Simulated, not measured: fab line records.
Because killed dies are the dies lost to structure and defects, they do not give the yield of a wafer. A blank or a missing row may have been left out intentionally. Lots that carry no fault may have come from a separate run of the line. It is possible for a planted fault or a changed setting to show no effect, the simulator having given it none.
The same fault as seen by 2 desks || flow n5Finfet || what lay behind the numbers comes last; until then each desk has only its own

THE METROLOGY DESK
What the gauges read for every lot (on any tool): the sampled wafers with a number, averaged. Any lot whose mean is over 4 standard deviations away from the usual mean is out of limits and marked OUT; that distance is given in the brackets. Readings shown: 7 of its 10, picked as those furthest out on some lot.
Columns: A = DIBL_N at N5_BEOL_M4_RC_MEAS_101, usual 35.7 mV/V; B = DIBL_P at N5_BEOL_M4_RC_MEAS_101, usual 35.7 mV/V; C = IOFF_N at N5_BEOL_M4_RC_MEAS_101, usual 0.155 nA/um; D = ION_P at N5_BEOL_M4_RC_MEAS_101, usual 462 uA/um; E = SS_N at N5_BEOL_M4_RC_MEAS_101, usual 71.3 mV/dec; F = VT_N at N5_BEOL_M4_RC_MEAS_101, usual 250 mV; G = VT_P at N5_BEOL_M4_RC_MEAS_101, usual -251 mV
{"lot": "L213", "first seen here": "day 8 07:52", "A": 36.4, "B": 35.8, "C": 0.155, "D": 460, "E": 71.5, "F": 251, "G": -251}
{"lot": "L216", "first seen here": "day 9 03:11", "A": 35.4, "B": 33.9, "C": 0.139, "D": 466, "E": 71.4, "F": 252, "G": -251}
{"lot": "L219", "first seen here": "day 10 00:43", "A": 36.3, "B": 37.5, "C": 0.182, "D": 471, "E": 71.3, "F": 246, "G": -248}
{"lot": "L221", "first seen here": "day 10 09:34", "A": 36.5, "B": 35.2, "C": 0.144, "D": 460, "E": 71.5, "F": 253, "G": -248}
{"lot": "L226", "first seen here": "day 11 15:58", "A": 37.9, "B": 38.1, "C": 0.194, "D": 464, "E": 71.5, "F": 248, "G": -251}
{"lot": "L228", "first seen here": "day 11 20:23", "A": 37.2, "B": 37.3, "C": 0.162, "D": 459, "E": 71.7, "F": 251, "G": -249}
{"lot": "L234", "first seen here": "day 14 00:05", "A": 34.9, "B": 34.5, "C": 0.152, "D": 461, "E": 71.0, "F": 251, "G": -251}
{"lot": "L235", "first seen here": "day 14 00:10", "A": 36.7, "B": 38.7, "C": 0.167, "D": 462, "E": 71.1, "F": 248, "G": -252}
{"lot": "L236", "first seen here": "day 14 08:04", "A": 36.5, "B": 38.2, "C": 0.174, "D": 463, "E": 72.1, "F": 247, "G": -251}
Finding of this desk: none of the 9 lots has anything out of limits.

TOOL OWNER'S DESK, rieDiel-01
The tool's own readings at N5_FIN_SAQP_HM_OPEN_33 (chemistry CH3F/O2, target SiNx, target depth 49.4 nm, time 70.6 s): means of the sampled wafers that have a number, for each lot that ran on this tool. Any lot whose mean is over 4 standard deviations away from the usual mean is out of limits and marked OUT; that distance is given in the brackets.
Columns: A = chamberPressureMTorr at N5_FIN_SAQP_HM_OPEN_33, usual 30.001 mTorr; B = drypumpMotorCurrentA at N5_FIN_SAQP_HM_OPEN_33, usual 5.8 A; C = etchRfOnTimeS at N5_FIN_SAQP_HM_OPEN_33, usual 68.8 s; D = oesProductAu at N5_FIN_SAQP_HM_OPEN_33, usual 0.67 a.u.; E = rfVppV at N5_FIN_SAQP_HM_OPEN_33, usual 297 V; F = showerheadPlenumPTorr at N5_FIN_SAQP_HM_OPEN_33, usual 2.03 Torr; G = throttleValvePct at N5_FIN_SAQP_HM_OPEN_33, usual 16.33 %
{"lot": "L219", "first seen here": "day 3 15:20", "A": 29.987, "B": 5.6, "C": 67.6, "D": 0.75, "E": 301, "F": 2.10, "G": 16.15}
{"lot": "L221", "first seen here": "day 4 02:01", "A": 29.983, "B": 5.6, "C": 68.4, "D": 0.76, "E": 300, "F": 2.12, "G": 16.07}
{"lot": "L226", "first seen here": "day 5 09:29", "A": 30.016, "B": 6.3, "C": 64.1, "D": 0.63, "E": 297, "F": 2.00, "G": 16.40}
{"lot": "L228", "first seen here": "day 5 19:32", "A": 29.977, "B": 5.8, "C": 64.2, "D": 0.69, "E": 296, "F": 2.03, "G": 16.29}
Finding of this desk: none of the 4 lots has anything out of limits.

TAKEN TOGETHER
From the metrology desk's view, nothing was out of limits.
The desk of the tool owner found nothing out of limits.

WHAT THE SIMULATOR PUT IN
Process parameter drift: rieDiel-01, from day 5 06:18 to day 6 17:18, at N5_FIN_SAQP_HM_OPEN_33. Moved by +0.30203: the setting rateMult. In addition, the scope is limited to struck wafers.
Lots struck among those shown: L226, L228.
